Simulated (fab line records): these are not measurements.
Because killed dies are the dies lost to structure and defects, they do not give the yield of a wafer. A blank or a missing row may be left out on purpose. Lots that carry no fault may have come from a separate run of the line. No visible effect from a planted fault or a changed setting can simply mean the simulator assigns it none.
fab line records	flow n5_finfet
[record] lots = 24	wafers = 72	last_day = 17
route steps=1938 shown BEOL_M8@1394 BEOL_M9@1434 BEOL_M10@1474
lots that met no fault: from a run of the same line without faults
start_h: hours from the record's first day to the start of the lot's first wafer shown	wait_h: hours from the lot's prior step to this one	" identical to the entry in the row above	L1.1+2: a single row standing in for several wafers	- value missing, or start not given	* or withheld: withheld	< > ~ a bound
route shown NAME@n: names a module that has steps shown in the file, with the first one's number in the route	usual: mean/standard deviation of fault-free wafers	same: alike in all rows	chamber/n: place in a boat	sites: the reading at each site	_std_site: standard deviation across them	_edge_site: mean of outer sites minus mean of inner sites	radius_mm: for every site, how far away it sits from the centre of the wafer	mask NAME#n: copy n	behind: the most recent tool/chamber to have shaped the wafer	hold: why the lot went on hold/how many hours it stayed there/how the hold came to an end	device: the transistor (n, p or np) that didn't switch	end of line: the same wafers' tests at the end of the route	step lacking rows: just its recipe	killed: the dies lost at the first sort to structure and to defects; this is not the yield of the wafer	map: per-die view of a wafer (x killed, . not killed, _ where there is no die)
set.NAME: the setting as run; set.NAME@STEP: as run at that earlier step	model.NAME: the simulator's own value behind a step, which no gauge read
steps of the route over a sample of lots; a table a step, a row a wafer
services: when a tool's chamber went out of use (start_h, in hours from the record's first day, below 0 if earlier), for how many hours, and the reason
[[steps]]
[step N5_BEOL_M8_ANNEAL_51]
[recipe] temp_c = 225	time_s = 90	ambient = N2
[usual] wafer_temp_C_max = 226.2/0.47
lot.wafer	tool	chamber	start_h	wait_h	wafer_temp_C_max
L074.1	rtp_anneal-01	0	201.54	0.3	226.4
L074.2	"	0	"	"	226.4
L074.3	"	0	"	"	226.6
L075.2	rtp_anneal-02	0	206.85	0.1	225.5
L075.3	"	0	"	"	225.7
L075.6	"	0	"	"	225.9
L076.2	rtp_anneal-02	0	215.65	0.2	226.1
L076.5	"	0	"	"	225.9
L076.6	"	0	"	"	225.6
L077.1	rtp_anneal-01	0	215.71	0.1	226.8
L077.2	"	0	"	"	226.1
L077.5	"	0	"	"	226.8
L078.2	rtp_anneal-01	0	223.43	0.1	226.2
L078.4	"	0	"	"	227.7
L078.6	"	0	"	"	226.6
L079.1	rtp_anneal-02	0	230.27	0.1	225.7
L079.2	"	0	"	"	225.6
L079.4	"	0	"	"	225.9
L080.2	rtp_anneal-02	0	232.87	0.1	225.9
L080.3	"	0	"	"	226.1
L080.6	"	0	"	"	225.7
L082.2	rtp_anneal-01	0	244.58	0.4	226.4
L082.3	"	0	"	"	226.7
L082.6	"	0	"	"	226.7
L081.1	rtp_anneal-01	0	248.31	0.4	227.2
L081.3	"	0	"	"	226.5
L081.6	"	0	"	"	226.9
L083.3	rtp_anneal-01	0	254.02	0.1	226.4
L083.4	"	0	"	"	226.4
L083.5	"	0	"	"	226.2
L084.1	rtp_anneal-02	0	261.53	0.3	225.5
L084.2	"	0	"	"	225.9
L084.4	"	0	"	"	225.7
L086.2	rtp_anneal-02	0	266.86	0.2	226.0
L086.3	"	0	"	"	226.2
L086.4	"	0	"	"	225.4
L085.1	rtp_anneal-02	0	275.93	0.1	225.6
L085.4	"	0	"	"	225.7
L085.5	"	0	"	"	226.0
L087.4	rtp_anneal-02	0	276.53	0.2	225.5
L087.5	"	0	"	"	225.9
L087.6	"	0	"	"	225.8
L088.2	rtp_anneal-02	0	284.36	0.3	225.7
L088.4	"	0	"	"	225.8
L088.6	"	0	"	"	225.5
L089.2	rtp_anneal-01	0	284.53	0.2	226.6
L089.3	"	0	"	"	226.3
L089.6	"	0	"	"	226.3
L090.4	rtp_anneal-01	0	300.91	0.2	226.6
L090.5	"	0	"	"	226.9
L090.6	"	0	"	"	227.0
L091.1	rtp_anneal-02	0	308.50	0.1	225.7
L091.4	"	0	"	"	225.9
L091.5	"	0	"	"	226.0
L092.1	rtp_anneal-01	0	312.16	0.2	226.6
L092.2	"	0	"	"	227.2
L092.4	"	0	"	"	226.6
L093.1	rtp_anneal-02	0	313.37	0.2	225.7
L093.3	"	0	"	"	225.7
L093.4	"	0	"	"	225.7
L094.4	rtp_anneal-02	0	321.57	0.5	225.7
L094.5	"	0	"	"	225.8
L094.6	"	0	"	"	225.8
L095.2	rtp_anneal-01	0	329.09	0.2	226.6
L095.3	"	0	"	"	226.8
L095.5	"	0	"	"	226.8
L097.3	rtp_anneal-02	0	336.43	0.1	225.9
L097.4	"	0	"	"	225.6
L097.6	"	0	"	"	225.7
L096.1	rtp_anneal-01	0	340.72	0.4	226.5
L096.2	"	0	"	"	227.1
L096.3	"	0	"	"	226.0
[step N5_BEOL_M9_CD_MEAS_28]
[recipe] target_cd_nm = 70	landing_energy_ev = 500	detector = se_inlens	polarity = opening
[usual] cd_nm = 70.10/0.22
lot.wafer	tool	chamber	start_h	wait_h	cd_nm
L074.1	cd_sem-01	0	206.89	-	70.40
L074.2	"	0	"	"	69.81
L074.3	"	0	"	"	70.03
L075.2	cd_sem-01	0	210.69	-	70.13
L075.3	"	0	"	"	70.01
L075.6	"	0	"	"	69.99
L076.2	cd_sem-03	0	219.84	-	69.85
L076.5	"	0	"	"	70.26
L076.6	"	0	"	"	69.64
L077.1	cd_sem-02	0	221.91	-	69.83
L077.2	"	0	"	"	70.05
L077.5	"	0	"	"	70.32
L078.2	cd_sem-03	0	228.42	-	69.98
L078.4	"	0	"	"	69.72
L078.6	"	0	"	"	69.93
L079.1	cd_sem-02	0	234.62	-	70.12
L079.2	"	0	"	"	70.09
L079.4	"	0	"	"	70.23
L080.2	cd_sem-03	0	237.26	-	70.37
L080.3	"	0	"	"	70.25
L080.6	"	0	"	"	70.30
L082.2	cd_sem-02	0	250.76	-	70.14
L082.3	"	0	"	"	70.29
L082.6	"	0	"	"	69.93
L081.1	cd_sem-01	0	256.87	-	70.35
L081.3	"	0	"	"	70.33
L081.6	"	0	"	"	69.75
L083.3	cd_sem-02	0	258.92	-	69.82
L083.4	"	0	"	"	70.17
L083.5	"	0	"	"	70.02
L084.1	cd_sem-01	0	266.40	-	69.88
L084.2	"	0	"	"	70.44
L084.4	"	0	"	"	70.61
L086.2	cd_sem-02	0	270.67	-	70.10
L086.3	"	0	"	"	69.79
L086.4	"	0	"	"	70.15
L085.1	cd_sem-02	0	282.36	-	69.99
L085.4	"	0	"	"	70.04
L085.5	"	0	"	"	70.12
L087.4	cd_sem-02	0	283.38	-	70.14
L087.5	"	0	"	"	70.13
L087.6	"	0	"	"	70.17
L089.2	cd_sem-01	0	289.18	-	70.34
L089.3	"	0	"	"	70.46
L089.6	"	0	"	"	70.12
L088.2	cd_sem-02	0	289.26	-	69.69
L088.4	"	0	"	"	70.04
L088.6	"	0	"	"	69.96
L090.4	cd_sem-03	0	307.47	-	70.29
L090.5	"	0	"	"	69.92
L090.6	"	0	"	"	70.11
L091.1	cd_sem-03	0	314.79	-	70.03
L091.4	"	0	"	"	69.98
L091.5	"	0	"	"	69.90
L092.1	cd_sem-02	0	317.04	-	70.07
L092.2	"	0	"	"	70.28
L092.4	"	0	"	"	70.15
L093.1	cd_sem-03	0	317.73	-	69.90
L093.3	"	0	"	"	70.34
L093.4	"	0	"	"	69.86
L094.4	cd_sem-02	0	329.69	-	70.31
L094.5	"	0	"	"	69.98
L094.6	"	0	"	"	70.12
L095.2	cd_sem-01	0	333.58	-	69.85
L095.3	"	0	"	"	70.62
L095.5	"	0	"	"	70.10
L097.3	cd_sem-03	0	341.27	-	70.00
L097.4	"	0	"	"	70.12
L097.6	"	0	"	"	70.12
L096.1	cd_sem-03	0	344.44	-	69.71
L096.2	"	0	"	"	69.98
L096.3	"	0	"	"	70.35
[step N5_BEOL_M9_DESCUM_33]
[recipe] chemistry = O2	time_s = 7	source_power_w = 50	bias_power_w = 20	pressure_mtorr = 20	rf_frequency_hz = 2.712e+07	temp_c = 40	resist = CAR-EUV	o2_flow_sccm = 225
[usual] drypump_motor_current_A = 5.7/0.3	oes_product_au = 0.74/0.07	rf_fwd_power_W = 49.43/0.23	rf_vpp_V = 243.0/1.3	showerhead_plenum_p_Torr = 2.09/0.073	throttle_valve_pct = 20.52/0.19
lot.wafer	tool	chamber	start_h	wait_h	drypump_motor_current_A	oes_product_au	rf_fwd_power_W	rf_hours_counter_h	rf_vpp_V	showerhead_plenum_p_Torr	throttle_valve_pct
L074.1	rie_diel-06	1	207.41	0.4	5.9	0.72	49.55	178	246.2	2.19	20.62
L074.2	"	0	"	"	5.8	0.72	49.35	160	244.1	2.09	20.72
L074.3	"	3	"	"	5.8	0.88	49.38	45	245.1	2.14	20.69
L075.2	rie_diel-03	1	210.82	0.0	6.2	0.70	49.45	200	241.3	2.00	20.65
L075.3	"	0	"	"	5.4	0.71	49.63	207	243.4	2.05	20.48
L075.6	"	3	"	"	5.2	0.74	49.31	-	243.0	2.07	20.46
L076.2	rie_diel-06	0	219.96	0.0	5.8	0.72	49.16	163	244.1	2.09	20.71
L076.5	"	1	"	"	5.9	0.71	49.25	-	244.7	2.19	20.64
L076.6	"	0	"	"	5.8	0.71	49.21	-	243.5	2.09	20.72
L077.1	rie_diel-06	2	222.21	0.2	5.5	0.69	49.24	221	243.4	2.08	20.48
L077.2	"	0	"	"	5.8	0.72	48.80	163	242.9	2.09	20.71
L077.5	"	3	"	"	5.8	0.90	49.56	-	244.5	2.14	20.71
L078.2	rie_diel-06	2	228.63	0.1	5.5	0.69	48.97	223	243.2	2.08	20.46
L078.4	"	3	"	"	5.8	0.88	49.46	52	241.7	2.13	20.70
L078.6	"	1	"	"	5.9	0.72	49.46	-	244.3	2.19	20.64
L079.1	rie_diel-03	0	234.91	0.2	5.4	0.69	49.65	216	243.9	2.05	20.51
L079.2	"	3	"	"	5.2	0.74	49.10	196	242.1	2.07	20.47
L079.4	"	0	"	"	5.4	0.70	49.40	-	243.3	2.05	20.51
L080.2	rie_diel-06	2	237.43	0.1	5.5	0.70	49.33	226	242.4	2.08	20.47
L080.3	"	3	"	"	5.8	0.88	49.66	54	243.4	2.13	20.70
L080.6	"	3	"	"	5.8	0.89	49.53	-	242.5	2.13	20.72
L082.2	rie_diel-03	0	252.12	1.3	5.4	0.70	49.48	223	241.8	2.05	20.51
L082.3	"	3	"	"	5.2	0.73	49.46	204	242.8	2.06	20.46
L082.6	"	1	"	"	6.2	0.69	49.55	-	242.2	1.99	20.69
L081.1	rie_diel-03	0	257.00	0.0	5.4	0.69	49.60	225	244.3	2.05	20.50
L081.3	"	2	"	"	5.5	0.88	49.45	19	245.0	2.24	20.38
L081.6	"	3	"	"	5.2	0.72	49.27	-	242.8	2.06	20.48
L083.3	rie_diel-03	1	259.04	0.0	6.2	0.69	49.49	218	241.2	1.99	20.70
L083.4	"	3	"	"	5.2	0.72	49.17	206	241.7	2.06	20.48
L083.5	"	1	"	"	6.2	0.68	49.50	-	240.9	1.99	20.67
L084.1	rie_diel-06	3	266.72	0.2	5.8	0.86	49.42	63	243.9	2.13	20.74
L084.2	"	0	"	"	5.8	0.71	49.11	178	244.1	2.08	20.74
L084.4	"	2	"	"	5.5	0.69	49.40	234	242.6	2.07	20.51
L086.2	rie_diel-03	2	270.79	0.0	5.5	0.87	49.70	23	245.1	2.24	20.39
L086.3	"	0	"	"	5.4	0.69	49.72	229	242.9	2.05	20.53
L086.4	"	3	"	"	5.3	0.72	49.28	210	242.8	2.06	20.48
L085.1	rie_diel-05	3	282.63	0.2	6.1	0.86	49.39	47	245.3	2.21	20.54
L085.4	"	2	"	"	5.6	0.83	49.48	74	242.4	2.11	20.24
L085.5	"	2	"	"	5.6	0.83	49.71	-	244.0	2.11	20.24
L087.4	rie_diel-05	3	283.50	0.0	6.1	0.84	49.63	47	245.3	2.21	20.54
L087.5	"	0	"	"	5.8	0.73	49.42	-	241.7	2.00	20.75
L087.6	"	3	"	"	6.1	0.85	49.74	-	244.2	2.21	20.54
L089.2	rie_diel-05	3	289.30	0.0	6.1	0.85	49.53	48	245.4	2.21	20.55
L089.3	"	1	"	"	5.8	0.71	49.20	197	242.3	2.06	20.04
L089.6	"	0	"	"	5.9	0.73	49.40	-	241.3	2.00	20.73
L088.2	rie_diel-03	1	289.38	0.0	6.2	0.68	49.51	228	240.0	1.99	20.71
L088.4	"	2	"	"	5.5	0.87	49.76	29	244.7	2.24	20.40
L088.6	"	0	"	"	5.4	0.67	49.77	-	242.8	2.04	20.52
L090.4	rie_diel-03	0	307.59	0.0	5.4	0.68	49.69	241	243.5	2.04	20.55
L090.5	"	0	"	"	5.4	0.68	49.69	-	243.1	2.04	20.51
L090.6	"	3	"	"	5.2	0.71	49.46	-	243.2	2.06	20.49
L091.1	rie_diel-05	1	314.91	0.0	5.8	0.70	49.22	205	241.9	2.06	20.06
L091.4	"	2	"	"	5.6	0.82	49.54	-	242.7	2.10	20.25
L091.5	"	1	"	"	5.7	0.71	49.14	-	242.8	2.06	20.06
L092.1	rie_diel-03	0	317.16	0.0	5.4	0.68	49.69	244	241.3	2.04	20.55
L092.2	"	3	"	"	5.2	0.71	49.43	225	243.2	2.06	20.51
L092.4	"	1	"	"	6.2	0.68	49.24	236	242.0	1.99	20.71
L093.1	rie_diel-05	1	317.85	0.0	5.7	0.70	49.24	207	243.9	2.06	20.04
L093.3	"	0	"	"	5.8	0.73	49.40	-	241.1	2.00	20.76
L093.4	"	1	"	"	5.7	0.70	49.40	-	242.1	2.06	20.05
L094.4	rie_diel-03	2	329.80	0.0	5.5	0.84	49.60	42	246.7	2.23	20.42
L094.5	"	3	"	"	5.2	0.71	49.21	-	241.9	2.06	20.51
L094.6	"	0	"	"	5.4	0.67	49.93	-	242.2	2.04	20.55
L095.2	rie_diel-06	2	333.70	0.0	5.5	1.01	48.95	1	242.4	2.07	20.06
L095.3	"	3	"	"	5.8	0.84	49.57	86	241.8	2.12	20.77
L095.5	"	0	"	"	5.8	0.69	49.22	-	242.8	2.08	20.78
L097.3	rie_diel-03	0	341.39	0.0	5.4	0.67	49.89	250	243.4	2.04	20.56
L097.4	"	1	"	"	6.2	0.67	49.42	243	241.2	1.98	20.72
L097.6	"	3	"	"	5.2	0.71	49.68	-	242.1	2.05	20.52
L096.1	rie_diel-05	2	344.57	0.0	5.5	0.82	49.55	92	244.3	2.10	20.26
L096.2	"	1	"	"	5.7	0.69	49.39	215	243.5	2.05	20.08
L096.3	"	3	"	"	6.1	0.84	49.53	63	243.6	2.21	20.57
[step N5_BEOL_M9_SPUTTER_48]
[recipe] material = Cu	target_thk_a = 120	temp_c = -20	bias_v = 60	power_w = 26000	chamber_pressure_pa = 0.13	time_s = 2
[usual] throttle_valve_pct = 29.8/1
lot.wafer	tool	chamber	start_h	wait_h	throttle_valve_pct
L074.1	pvd_sputter-01	-	209.49	0.2	28.1
L074.2	"	-	"	"	29.8
L074.3	"	-	"	"	30.9
L075.2	pvd_sputter-02	-	212.95	0.2	28.9
L075.3	"	-	"	"	30.2
L075.6	"	-	"	"	30.2
L076.2	pvd_sputter-02	-	223.45	0.1	28.6
L076.5	"	-	"	"	28.6
L076.6	"	-	"	"	30.1
L077.1	pvd_sputter-03	-	223.93	0.1	30.2
L077.2	"	-	"	"	30.1
L077.5	"	-	"	"	29.0
L078.2	pvd_sputter-03	-	230.35	0.1	30.4
L078.4	"	-	"	"	30.9
L078.6	"	-	"	"	28.9
L079.1	pvd_sputter-03	-	238.09	1.1	30.6
L079.2	"	-	"	"	29.5
L079.4	"	-	"	"	30.3
L080.2	pvd_sputter-01	-	239.20	0.1	30.6
L080.3	"	-	"	"	29.9
L080.6	"	-	"	"	29.8
L082.2	pvd_sputter-03	-	254.47	0.1	29.4
L082.3	"	-	"	"	30.1
L082.6	"	-	"	"	29.7
L081.1	pvd_sputter-03	-	259.78	0.2	30.7
L081.3	"	-	"	"	30.1
L081.6	"	-	"	"	30.1
L083.3	pvd_sputter-02	-	261.03	0.2	28.6
L083.4	"	-	"	"	28.5
L083.5	"	-	"	"	30.2
L084.1	pvd_sputter-01	-	268.31	0.1	28.0
L084.2	"	-	"	"	30.9
L084.4	"	-	"	"	29.8
L086.2	pvd_sputter-01	-	272.93	0.5	28.0
L086.3	"	-	"	"	31.1
L086.4	"	-	"	"	30.7
L085.1	pvd_sputter-01	-	284.75	0.1	30.8
L085.4	"	-	"	"	29.8
L085.5	"	-	"	"	29.8
L087.4	pvd_sputter-02	-	285.61	0.0	28.7
L087.5	"	-	"	"	28.6
L087.6	"	-	"	"	31.1
L089.2	pvd_sputter-02	-	291.37	0.2	31.4
L089.3	"	-	"	"	30.0
L089.6	"	-	"	"	28.5
L088.2	pvd_sputter-01	-	291.43	0.2	30.1
L088.4	"	-	"	"	30.4
L088.6	"	-	"	"	31.0
L090.4	pvd_sputter-01	-	309.55	0.1	30.7
L090.5	"	-	"	"	30.8
L090.6	"	-	"	"	27.8
L091.1	pvd_sputter-02	-	316.76	0.1	28.7
L091.4	"	-	"	"	30.1
L091.5	"	-	"	"	30.4
L092.1	pvd_sputter-02	-	319.68	0.1	29.2
L092.2	"	-	"	"	28.6
L092.4	"	-	"	"	30.2
L093.1	pvd_sputter-01	-	320.31	0.1	28.0
L093.3	"	-	"	"	30.8
L093.4	"	-	"	"	29.4
L094.4	pvd_sputter-01	-	331.89	0.1	29.7
L094.5	"	-	"	"	28.2
L094.6	"	-	"	"	30.5
L095.2	pvd_sputter-03	-	335.80	0.1	29.1
L095.3	"	-	"	"	30.6
L095.5	"	-	"	"	30.1
L097.3	pvd_sputter-01	-	344.66	0.6	30.7
L097.4	"	-	"	"	29.7
L097.6	"	-	"	"	30.9
L096.1	pvd_sputter-03	-	348.12	0.1	30.8
L096.2	"	-	"	"	29.6
L096.3	"	-	"	"	29.8
[step N5_BEOL_M9_THK_MEAS_53]
[recipe] thk_meas_gauge = xrf	reads = Cu_of_BEOL_M9_ECD_50
[usual] M9_THK = 141/3.2
lot.wafer	tool	chamber	start_h	wait_h	M9_THK[nm]
L074.1	film_metro-01	-	210.60	-	136
L074.2	"	-	"	"	139
L074.3	"	-	"	"	142
L075.2	film_metro-01	-	214.32	-	145
L075.3	"	-	"	"	139
L075.6	"	-	"	"	141
L076.2	film_metro-02	-	224.37	-	140
L076.5	"	-	"	"	135
L076.6	"	-	"	"	139
L077.1	film_metro-02	-	224.78	-	139
L077.2	"	-	"	"	140
L077.5	"	-	"	"	144
L078.2	film_metro-02	-	231.21	-	136
L078.4	"	-	"	"	141
L078.6	"	-	"	"	136
L079.1	film_metro-02	-	238.91	-	140
L079.2	"	-	"	"	142
L079.4	"	-	"	"	140
L080.2	film_metro-02	-	240.11	-	138
L080.3	"	-	"	"	143
L080.6	"	-	"	"	143
L082.2	film_metro-02	-	255.29	-	142
L082.3	"	-	"	"	144
L082.6	"	-	"	"	147
L081.1	film_metro-02	-	260.60	-	141
L081.3	"	-	"	"	140
L081.6	"	-	"	"	142
L083.3	film_metro-02	-	261.85	-	142
L083.4	"	-	"	"	145
L083.5	"	-	"	"	144
L084.1	film_metro-02	-	269.74	-	139
L084.2	"	-	"	"	139
L084.4	"	-	"	"	134
L086.2	film_metro-02	-	273.75	-	138
L086.3	"	-	"	"	139
L086.4	"	-	"	"	140
L085.1	film_metro-02	-	285.57	-	139
L085.4	"	-	"	"	146
L085.5	"	-	"	"	146
L087.4	film_metro-02	-	286.61	-	142
L087.5	"	-	"	"	147
L087.6	"	-	"	"	140
L089.2	film_metro-01	-	293.07	-	138
L089.3	"	-	"	"	141
L089.6	"	-	"	"	144
L088.2	film_metro-01	-	293.29	-	145
L088.4	"	-	"	"	143
L088.6	"	-	"	"	141
L090.4	film_metro-02	-	310.37	-	139
L090.5	"	-	"	"	139
L090.6	"	-	"	"	140
L091.1	film_metro-02	-	317.59	-	141
L091.4	"	-	"	"	148
L091.5	"	-	"	"	142
L092.1	film_metro-02	-	320.50	-	138
L092.2	"	-	"	"	140
L092.4	"	-	"	"	142
L093.1	film_metro-02	-	321.13	-	142
L093.3	"	-	"	"	142
L093.4	"	-	"	"	141
L094.4	film_metro-02	-	332.82	-	141
L094.5	"	-	"	"	145
L094.6	"	-	"	"	140
L095.2	film_metro-01	-	336.82	-	134
L095.3	"	-	"	"	140
L095.5	"	-	"	"	135
L097.3	film_metro-02	-	345.48	-	140
L097.4	"	-	"	"	145
L097.6	"	-	"	"	143
L096.1	film_metro-01	-	349.01	-	146
L096.2	"	-	"	"	140
L096.3	"	-	"	"	138
[step N5_BEOL_M10_HM_DEP_02]
[recipe] material = TiN	target_thk_a = 200	temp_c = 25	chamber_pressure_pa = 0.49996
[usual] throttle_valve_pct = 29.9/0.91
lot.wafer	tool	chamber	start_h	wait_h	throttle_valve_pct
L074.1	pvd_sputter-02	-	212.27	0.5	28.9
L074.2	"	-	"	"	28.3
L074.3	"	-	"	"	30.2
L075.2	pvd_sputter-02	-	215.49	0.0	30.0
L075.3	"	-	"	"	31.0
L075.6	"	-	"	"	28.6
L076.2	pvd_sputter-01	-	226.25	0.8	28.2
L076.5	"	-	"	"	29.7
L076.6	"	-	"	"	30.7
L077.1	pvd_sputter-01	-	226.45	0.5	29.6
L077.2	"	-	"	"	28.1
L077.5	"	-	"	"	30.7
L078.2	pvd_sputter-03	-	233.33	0.7	30.2
L078.4	"	-	"	"	29.1
L078.6	"	-	"	"	30.2
L079.1	pvd_sputter-03	-	241.67	1.8	30.7
L079.2	"	-	"	"	30.1
L079.4	"	-	"	"	30.0
L080.2	pvd_sputter-03	-	242.07	0.7	30.9
L080.3	"	-	"	"	29.3
L080.6	"	-	"	"	30.0
L082.2	pvd_sputter-02	-	257.65	1.5	31.2
L082.3	"	-	"	"	28.5
L082.6	"	-	"	"	31.2
L081.1	pvd_sputter-01	-	261.97	0.5	28.0
L081.3	"	-	"	"	30.9
L081.6	"	-	"	"	30.9
L083.3	pvd_sputter-03	-	262.76	0.1	29.0
L083.4	"	-	"	"	30.7
L083.5	"	-	"	"	30.7
L084.1	pvd_sputter-03	-	271.33	0.7	30.8
L084.2	"	-	"	"	30.1
L084.4	"	-	"	"	29.4
L086.2	pvd_sputter-02	-	275.01	0.4	30.1
L086.3	"	-	"	"	28.3
L086.4	"	-	"	"	28.8
L085.1	pvd_sputter-03	-	289.87	3.5	30.6
L085.4	"	-	"	"	29.3
L085.5	"	-	"	"	30.2
L087.4	pvd_sputter-03	-	290.39	2.9	30.8
L087.5	"	-	"	"	29.3
L087.6	"	-	"	"	30.0
L089.2	pvd_sputter-02	-	294.35	0.4	31.3
L089.3	"	-	"	"	28.6
L089.6	"	-	"	"	31.1
L088.2	pvd_sputter-03	-	294.61	0.5	30.0
L088.4	"	-	"	"	30.2
L088.6	"	-	"	"	29.4
L090.4	pvd_sputter-03	-	311.99	0.7	30.7
L090.5	"	-	"	"	29.1
L090.6	"	-	"	"	30.5
L091.1	pvd_sputter-02	-	319.76	0.8	31.4
L091.4	"	-	"	"	28.7
L091.5	"	-	"	"	28.8
L092.1	pvd_sputter-01	-	321.86	0.5	30.8
L092.2	"	-	"	"	29.8
L092.4	"	-	"	"	28.1
L093.1	pvd_sputter-01	-	322.70	0.7	29.8
L093.3	"	-	"	"	28.0
L093.4	"	-	"	"	27.8
L094.4	pvd_sputter-03	-	334.81	1.1	29.1
L094.5	"	-	"	"	30.1
L094.6	"	-	"	"	29.2
L095.2	pvd_sputter-02	-	339.37	0.2	31.3
L095.3	"	-	"	"	28.8
L095.5	"	-	"	"	28.8
L097.3	pvd_sputter-03	-	348.38	1.5	30.5
L097.4	"	-	"	"	29.4
L097.6	"	-	"	"	30.5
L096.1	pvd_sputter-01	-	351.62	1.7	30.0
L096.2	"	-	"	"	28.0
L096.3	"	-	"	"	31.0
[[services]]
tool	chamber	start_h	hours	kind
rie_diel-03	2	214.25	38.8	repair
rie_diel-06	0	270.40	9.1	repair
rie_diel-05	2	270.47	12.0	repair
rie_diel-05	3	312.55	6.6	repair
rie_diel-06	2	316.25	-	clean
rie_diel-06	2	316.25	-	consumable_replace:focus_ring
rie_diel-05	2	317.23	1.2	repair
rie_diel-03	2	331.22	2.2	repair
rie_diel-03	0	341.81	-	clean
rie_diel-03	0	341.81	-	consumable_replace:focus_ring
rie_diel-03	0	341.81	16.5	scheduled_down
rie_diel-03	0	341.81	16.5	vent_cycle
[[key]]
fault none
